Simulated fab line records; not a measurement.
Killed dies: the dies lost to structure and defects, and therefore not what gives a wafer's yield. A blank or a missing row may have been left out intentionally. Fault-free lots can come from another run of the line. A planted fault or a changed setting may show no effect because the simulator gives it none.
What tool caused it? | flow n5_finfet | Sampling: 12 lots, 36 wafers, 5 of 1938 route steps

== WHAT EACH GAUGE READ, for each wafer ==
N5_BEOL_M7_THK_MEAS_53: measures by xrf.
lot  | measured     | on            | M7_THK (nm)
L470 | day 10 19:17 | film_metro-01 | 78.8 79.2 80.7
L472 | day 11 17:19 | film_metro-02 | 79.7 79.8 79.5
L471 | day 11 17:52 | film_metro-01 | 81.8 84.7 84.3
L474 | day 11 21:35 | film_metro-02 | 79.4 79.3 79.6
L480 | day 13 16:34 | film_metro-01 | 82.3 79.6 79.6
L479 | day 13 16:59 | film_metro-02 | 83.2 83.4 83.6
L482 | day 14 14:23 | film_metro-02 | 81.2 81.7 81.7
L485 | day 14 17:02 | film_metro-01 | 81.3 83.2 83.6
L487 | day 14 23:04 | film_metro-02 | 81.2 81.7 80.3
L488 | day 15 12:11 | film_metro-01 | 79.9 83.7 80.5
L489 | day 16 09:47 | film_metro-02 | 79.4 78.5 78.1
L490 | day 16 12:08 | film_metro-01 | 84.8 81.5 82.4

N5_BEOL_M7_INSPECT_58: inspects for defects (darkfield).
lot  | measured     | on                | raw_defect_count
L470 | day 10 19:27 | defect_inspect-02 | 99 66 108
L472 | day 11 17:31 | defect_inspect-02 | 28 72 57
L471 | day 11 18:02 | defect_inspect-01 | 62 87 134
L474 | day 11 21:44 | defect_inspect-02 | 68 44 34
L480 | day 13 16:44 | defect_inspect-02 | 46 57 63
L479 | day 13 17:08 | defect_inspect-01 | 73 67 105
L482 | day 14 14:32 | defect_inspect-01 | 48 64 79
L485 | day 14 17:12 | defect_inspect-02 | 56 77 61
L487 | day 14 23:13 | defect_inspect-01 | 55 101 124
L488 | day 15 12:20 | defect_inspect-02 | 53 68 40
L489 | day 16 09:57 | defect_inspect-02 | 30 44 34
L490 | day 16 12:19 | defect_inspect-01 | 105 69 36

== EACH LOT AND THE TOOL THAT RAN IT (in order: tool; ch and the chambers of the sampled wafers; start) ==
lot  | N5_BEOL_M7_SURFACE_TREAT_79  | N5_BEOL_M7_ECD_50              | N5_BEOL_M7_CMP_52
L470 | pvd_sputter-02, day 10 18:15 | ecd_cu-01 ch 0,1, day 10 18:37 | cmp-02 ch 1,2,3, day 10 19:04
L472 | pvd_sputter-02, day 11 15:42 | ecd_cu-01 ch 0,1, day 11 16:11 | cmp-04 ch 0,2, day 11 17:04
L471 | pvd_sputter-01, day 11 16:09 | ecd_cu-01 ch 0,1, day 11 16:31 | cmp-01 ch 0,1,3, day 11 17:37
L474 | pvd_sputter-03, day 11 20:12 | ecd_cu-01 ch 0,1, day 11 20:54 | cmp-04 ch 2,3, day 11 21:17
L480 | pvd_sputter-02, day 13 15:09 | ecd_cu-02 ch 0,1, day 13 15:52 | cmp-01 ch 0,2,3, day 13 16:19
L479 | pvd_sputter-01, day 13 15:50 | ecd_cu-02 ch 0,1, day 13 16:15 | cmp-02 ch 0,1,3, day 13 16:44
L482 | pvd_sputter-01, day 14 13:14 | ecd_cu-01 ch 1, day 14 13:41   | cmp-01 ch 2,3, day 14 14:05
L485 | pvd_sputter-02, day 14 15:34 | ecd_cu-02 ch 0,1, day 14 15:53 | cmp-01 ch 0,1,2, day 14 16:45
L487 | pvd_sputter-01, day 14 21:58 | ecd_cu-02 ch 0,1, day 14 22:22 | cmp-04 ch 0,1,2, day 14 22:46
L488 | pvd_sputter-03, day 15 10:11 | ecd_cu-01 ch 0,1, day 15 11:17 | cmp-02 ch 0,1,2, day 15 11:55
L489 | pvd_sputter-01, day 16 08:33 | ecd_cu-02 ch 0,1, day 16 09:00 | cmp-01 ch 0,1,2, day 16 09:30
L490 | pvd_sputter-01, day 16 11:04 | ecd_cu-01 ch 0,1, day 16 11:27 | cmp-01 ch 0,1,2, day 16 11:53
- N5_BEOL_M7_SURFACE_TREAT_79
- N5_BEOL_M7_ECD_50: material Cu, target thk 300 nm.
- N5_BEOL_M7_CMP_52: polishes, stops on SiCOH lowk, t overpolish 6.9 s, target thk 80 nm.

== AS READ BY THE TOOLS THEMSELVES (means over the sampled wafers that have a number; for cases with no such wafer, the mark the record gives instead) ==
N5_BEOL_M7_CMP_52.
lot  | tool   | motor_current_A (A) | retaining_ring_pressure_frac | time_to_endpoint_s (s)
L470 | cmp-02 | 6.2                 | 0.995                        | 63.8
L472 | cmp-04 | 5.1                 | 1.000                        | 76.5
L471 | cmp-01 | 5.8                 | 0.999                        | 73.6
L474 | cmp-04 | 5.8                 | 0.997                        | 72.7
L480 | cmp-01 | 5.3                 | 1.000                        | 64.6
L479 | cmp-02 | 6.3                 | 1.001                        | 63.7
L482 | cmp-01 | 5.3                 | 1.000                        | 66.5
L485 | cmp-01 | 5.4                 | 1.002                        | 64.3
L487 | cmp-04 | 5.6                 | 1.000                        | 64.5
L488 | cmp-02 | 6.3                 | 1.001                        | 62.3
L489 | cmp-01 | 5.6                 | 1.000                        | 62.6
L490 | cmp-01 | 5.6                 | 0.999                        | 65.1

== THE ANSWER, worked out from the rows above alone ==
Rule: usual is defined by the lots themselves. The widest of any qualifying gaps counts: lots, ordered by their means at a reading, are off when they make up no more than a third of the lots, leave a main group of 4 or more, and stand apart from it by 3 or more times the standard deviation of that group's means. Not used: any main group whose means are identical at the precision the tables above print for the reading. A lot without any number at a reading at which 4 lots or more have one is off too. Where the step has rows for the other lots, those lots are counted as sound. After the gauges, taken in route order, come the tools' own readings; for these a lot's mean is taken, as printed above. The first step at which some lot is off is used, and at that step the reading that is off furthest; a lot without a number counts as furthest.
Off at N5_BEOL_M7_CMP_52 (time_to_endpoint_s): L472, L471, L474. Mean 64.2 s and standard deviation 1.2 in the main group.
If a tool, at that step or one of the process steps before it, ran each lot that is off and ran no sound lot following the first of them, it fits. Not one of the candidates tried fits.

== WHAT THE SIMULATOR PUT IN ==
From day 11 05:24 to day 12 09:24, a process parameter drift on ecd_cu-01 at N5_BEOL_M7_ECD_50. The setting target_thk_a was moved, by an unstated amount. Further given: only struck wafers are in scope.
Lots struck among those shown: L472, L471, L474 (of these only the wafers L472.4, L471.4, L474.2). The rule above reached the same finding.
